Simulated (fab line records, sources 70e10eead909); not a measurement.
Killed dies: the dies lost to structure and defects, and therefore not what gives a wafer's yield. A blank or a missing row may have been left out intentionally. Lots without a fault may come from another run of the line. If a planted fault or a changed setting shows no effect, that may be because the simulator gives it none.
Chamber matching / flow nand harc / NHARC_P_STI_ETCH_15 on rie si-06 has 4 sister chambers
The step etches the open film in HBr/Cl2, target depth 300 nm, time 100.1 s. 8 wafers are shown with their chamber, then 8 later ones without.

## WAFERS WITH THEIR CHAMBER
wafer=L075.3; chamber=2; drypump motor current A (A)=5.9; oes product au (a.u.)=1.002
wafer=L082.3; chamber=3; drypump motor current A (A)=5.7; oes product au (a.u.)=1.005
wafer=L083.1; chamber=2; drypump motor current A (A)=6.0; oes product au (a.u.)=1.016
wafer=L083.3; chamber=0; drypump motor current A (A)=5.4; oes product au (a.u.)=1.018
wafer=L084.1; chamber=3; drypump motor current A (A)=5.8; oes product au (a.u.)=1.002
wafer=L084.2; chamber=0; drypump motor current A (A)=5.4; oes product au (a.u.)=1.002
wafer=L084.5; chamber=1; drypump motor current A (A)=5.5; oes product au (a.u.)=0.998
wafer=L085.1; chamber=1; drypump motor current A (A)=5.5; oes product au (a.u.)=1.006

## WAFERS MISSING THEIR CHAMBER
wafer=L085.3; drypump motor current A (A)=5.4; oes product au (a.u.)=1.010
wafer=L085.4; drypump motor current A (A)=5.4; oes product au (a.u.)=1.010
wafer=L089.2; drypump motor current A (A)=5.9; oes product au (a.u.)=1.014
wafer=L089.5; drypump motor current A (A)=5.5; oes product au (a.u.)=1.005
wafer=L089.6; drypump motor current A (A)=5.4; oes product au (a.u.)=1.005
wafer=L096.1; drypump motor current A (A)=5.8; oes product au (a.u.)=0.988
wafer=L096.2; drypump motor current A (A)=5.4; oes product au (a.u.)=1.000
wafer=L096.6; drypump motor current A (A)=5.5; oes product au (a.u.)=0.990

## CHAMBER TAKEN BY EACH
wafer=L085.3; from the rows above=0; in truth=0
wafer=L085.4; from the rows above=0; in truth=0
wafer=L089.2; from the rows above=2; in truth=2
wafer=L089.5; from the rows above=can't be placed: 1 or 0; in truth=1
wafer=L089.6; from the rows above=can't be placed: 0 or 1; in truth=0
wafer=L096.1; from the rows above=can't be placed: 3 or 2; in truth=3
wafer=L096.2; from the rows above=can't be placed: 0 or 1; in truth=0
wafer=L096.6; from the rows above=can't be placed: 1 or 0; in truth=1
Correct placement for 3 of the 8. Not placeable from these rows: 5 (in 5, the candidates include the true chamber). Placed wrongly: 0.
How it was worked out, from the rows above alone: a wafer's distance from a chamber is the root of the sum, over the readings, of the square of ((its reading less the chamber's mean) divided by the reading's scatter). If the next closest chamber is less than 2 further off than the closest, the wafer can't be placed; otherwise it belongs to the closest. The mean given for a chamber averages the wafers shown for that chamber. The scatter: the root of (the sum of the squares of (reading less its chamber's mean) over the shown wafers, divided by (wafers less chambers)).
